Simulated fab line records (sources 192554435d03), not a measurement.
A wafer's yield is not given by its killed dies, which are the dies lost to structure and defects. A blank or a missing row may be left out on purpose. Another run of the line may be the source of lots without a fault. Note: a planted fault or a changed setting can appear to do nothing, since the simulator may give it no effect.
A struck lot beside a sound one | flow n5Finfet | 15 steps out of a route of 1938
Sound: these wafers, L179.2, L179.4, L179.6. Wafers L194.1, L194.5, L194.6 were the ones struck. Last of all comes the cause.
Per side, at each step with rows, come the tool, then ch with its chambers, and then its first start. Under that, the readings that differ: sound wafers | struck wafers | difference of the means | sigmas: that difference in standard deviations of wafers without a fault.
alike: words and numbers the same on both sides, and readings whose means are apart by under 2 such deviations; not compared: readings that were withheld, readings missing a value for some wafer, numbers with overlapping values and no deviation given by the record, and bounds like >300 which may hide the same value.
A row with sigmas, a row that says differs or no value, or rows on one side alone: a step with any of these is where the two part. Numbers that don't overlap but have no deviation are shown without sigmas and don't part them. Lack of a reading on every wafer of one side parts them only where that side has two or more wafers.

first, 1 step without rows for these wafers: N5_BEOL_M13_ETCH_67 (etches SiARC in CF4, target depth 143 nm, time 238.3 s).
N5_BEOL_M13_ETCH_68: etches SOC in N2/H2, time 355 s.
  sound on rieDiel-04 ch 0,2, day 11 03:07; struck on rieDiel-05 ch 0,1, day 15 07:15
  alike: drypumpMotorCurrentA, oesProductAu, rfVppV, showerheadPlenumPTorr, throttleValvePct
  not compared: rfHoursCounterH
then, 1 step without rows for these wafers: N5_BEOL_M13_STRIP_69 (strips in N2/H2).
N5_BEOL_M13_TRENCH_ETCH_34: etches SiOC in C4F8/O2/Ar, target depth 413.47 nm, time 162.6 s.
  sound on rieDiel-04 ch 0,2, day 11 03:20; struck on rieDiel-05 ch 0,1, day 15 07:28
  alike: drypumpMotorCurrentA, heInnerTorr, oesProductAu, rfVppV, showerheadPlenumPTorr, throttleValvePct
  not compared: rfHoursCounterH
then, 1 step without rows for these wafers: N5_BEOL_M13_STRIP_70 (strips in C4F8/O2/Ar).
N5_BEOL_M13_OCD_MEAS_35:
  sound on ocd-01 at day 11 03:31; struck on ocd-02 at day 15 07:39
  alike: trenchDepthNm
then, 1 step without rows for these wafers: N5_BEOL_M13_STRIP_37 (strips in N2/H2).
N5_BEOL_M13_ETCH_38: etches SiCN in CF4/N2, target depth 67.5 nm, time 71.9 s.
  sound on rieDiel-05 ch 1,2,3, day 11 04:02; struck on rieDiel-02 ch 0,1,2, day 15 07:46
  alike: cf4FlowSccm, drypumpMotorCurrentA, oesProductAu, rfVppV, showerheadPlenumPTorr, throttleValvePct
  not compared: rfHoursCounterH
then, 3 steps without rows for these wafers: N5_BEOL_M13_PRECLEAN_39 (cleans in residue remover, time 60 s); N5_BEOL_M13_SRD_40 (time 30 s, dry time 30 s); N5_BEOL_M13_DEGAS_41 (time 60 s).
N5_BEOL_M13_PRE_CLEAN_42: time 30 s.
  sound on pvdSputter-01 at day 11 04:19; struck on pvdSputter-01 at day 15 08:02
  alike: heaterPowerW
N5_BEOL_M13_SPUTTER_43: material TaN, target thk 15 nm, time 24.19 s.
  sound on pvdSputter-01 at day 11 04:21; struck on pvdSputter-01 at day 15 08:05
reading                                     | sound             | struck            | difference | sigmas
cathodeDcPowerW (W)                         | 14998 14997 15002 | 14123 14126 14129 | -873       | -99 or more
model.TaN_of_BEOL_M13_SPUTTER_43.thkNm (nm) | 15.4 15.4 15.4    | 14.6 14.4 14.6    | -0.9       | 
  alike: throttleValvePct
N5_BEOL_M13_SPUTTER_44: material Ta, target thk 10 nm, time 16.13 s.
  sound on pvdSputter-01 at day 11 04:26; struck on pvdSputter-01 at day 15 08:10
  alike: cathodeDcPowerW, throttleValvePct
N5_PASSIVATION_PROBE_49:
  sound on prober-01 at day 12 09:32; struck on prober-02 at day 16 10:05
reading              | sound | struck   | difference | sigmas
sort_bin_8_speed (%) | 0 0 0 | 0.08 0 0 | +0.03      | +4
  alike: defectLimitedYield, killed_at_M0_to_M3, killed_at_M4_up, killedAtContacts, killedAtFrontEnd, killedAtOther, killedDies, killedOnRim, killedOpen, killedShort, sort_bin_5_function, sort_bin_6_memory, sortNPass, sortYieldPct

## WHERE THEY PART
Last at N5_PASSIVATION_PROBE_49 as far as this record goes, first at N5_BEOL_M13_SPUTTER_43.

WHY: what had been put in by the simulator
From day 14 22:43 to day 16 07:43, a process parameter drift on pvdSputter-01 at N5_BEOL_M13_SPUTTER_43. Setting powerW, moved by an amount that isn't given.
